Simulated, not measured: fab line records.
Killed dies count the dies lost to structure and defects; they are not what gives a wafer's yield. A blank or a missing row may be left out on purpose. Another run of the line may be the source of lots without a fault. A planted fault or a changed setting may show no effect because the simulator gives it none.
One fault through the eyes of 2 desks | flow n5Finfet | each desk holds nothing but its own numbers, with what lay behind them at the end

== THE METROLOGY DESK ==
What the gauges read, lot by lot, whatever tool the lot ran on: means of the sampled wafers that have a number. If a lot's mean is further than 4 standard deviations from the usual mean, the lot is out of limits and carries the mark OUT (the distance appears in the brackets). Of its 14 readings 7 are shown: those that lie furthest out on some lot.
Columns: A = DIBL_N at N5_BEOL_M4_RC_MEAS_101, usual 35.8 mV/V; B = DIBL_P at N5_BEOL_M4_RC_MEAS_101, usual 35.8 mV/V; C = IOFF_N at N5_BEOL_M4_RC_MEAS_101, usual 0.152 nA/um; D = RC_DENSE_N at N5_BEOL_M4_RC_MEAS_101, usual 18.97 ohm.um; E = RC_DENSE_P at N5_BEOL_M4_RC_MEAS_101, usual 23.7 ohm.um; F = RC_N at N5_BEOL_M4_RC_MEAS_101, usual 15.45 ohm.um; G = RC_P at N5_BEOL_M4_RC_MEAS_101, usual 19.3 ohm.um
lot  | first seen here | A    | B    | C     | D     | E    | F     | G
L663 | day 9 00:26     | 35.9 | 37.4 | 0.165 | 18.86 | 23.6 | 15.36 | 19.3
L665 | day 9 06:34     | 36.2 | 33.1 | 0.130 | 18.93 | 23.4 | 15.43 | 19.3
L666 | day 9 07:11     | 35.5 | 36.5 | 0.159 | 18.98 | 23.6 | 15.40 | 19.2
L668 | day 9 23:45     | 35.8 | 36.4 | 0.152 | 18.84 | 23.7 | 15.35 | 19.4
L669 | day 10 09:29    | 35.5 | 36.2 | 0.146 | 19.06 | 24.0 | 15.53 | 19.6
L671 | day 10 14:46    | 36.2 | 35.6 | 0.155 | 18.57 | 23.3 | 15.05 | 19.0
L670 | day 10 17:40    | 37.0 | 38.8 | 0.163 | 19.05 | 24.2 | 15.46 | 19.6
L675 | day 11 19:44    | 35.5 | 35.6 | 0.146 | 18.25 | 22.4 | 14.77 | 18.3
L677 | day 12 05:49    | 39.0 | 37.5 | 0.203 | 18.30 | 22.9 | 14.89 | 18.5
L683 | day 13 20:19    | 37.2 | 37.0 | 0.187 | 19.06 | 23.9 | 15.58 | 19.4
This desk's finding: nothing out of limits on any of the 10 lots.

== TOOL OWNER'S DESK, rieDiel-02 ==
The tool's own readings at N5_MOL_CONTACT_COAG_ETCH_106 (etches SOC in N2/H2, target depth 80 nm, overetch 16 nm, time 120 s): means of the sampled wafers that have a number, for each lot that ran on this tool. If a lot's mean is further than 4 standard deviations from the usual mean, the lot is out of limits and carries the mark OUT (the distance appears in the brackets).
Columns: A = drypumpMotorCurrentA at N5_MOL_CONTACT_COAG_ETCH_106, usual 5.7 A; B = n2FlowSccm at N5_MOL_CONTACT_COAG_ETCH_106, usual 200.0 sccm; C = oesProductAu at N5_MOL_CONTACT_COAG_ETCH_106, usual 0.68 a.u.; D = rfVppV at N5_MOL_CONTACT_COAG_ETCH_106, usual 523.6 V; E = showerheadPlenumPTorr at N5_MOL_CONTACT_COAG_ETCH_106, usual 2.54 Torr; F = tempC at N5_MOL_CONTACT_COAG_ETCH_106, usual 40.00 C; G = throttleValvePct at N5_MOL_CONTACT_COAG_ETCH_106, usual 17.97 %
lot  | first seen here | A   | B     | C    | D     | E    | F     | G
L663 | day 4 22:33     | 5.9 | 199.5 | 0.66 | 524.4 | 2.57 | 40.06 | 18.07
L669 | day 6 09:03     | 6.2 | 200.4 | 0.66 | 526.3 | 2.61 | 40.02 | 18.11
L670 | day 6 14:40     | 5.7 | 199.7 | 0.66 | 525.7 | 2.60 | 39.99 | 18.08
L675 | day 7 20:56     | 6.2 | 198.9 | 0.69 | 526.5 | 2.65 | 40.05 | 18.11
L677 | day 8 08:53     | 6.8 | 200.9 | 0.61 | 526.8 | 2.61 | 40.20 | 18.18
This desk's finding: nothing out of limits on any of the 5 lots.

== ALL TOGETHER ==
The metrology desk saw nothing out of limits.
Nothing out of limits was seen by the tool owner's desk.

== WHAT THE SIMULATOR HAD INSERTED ==
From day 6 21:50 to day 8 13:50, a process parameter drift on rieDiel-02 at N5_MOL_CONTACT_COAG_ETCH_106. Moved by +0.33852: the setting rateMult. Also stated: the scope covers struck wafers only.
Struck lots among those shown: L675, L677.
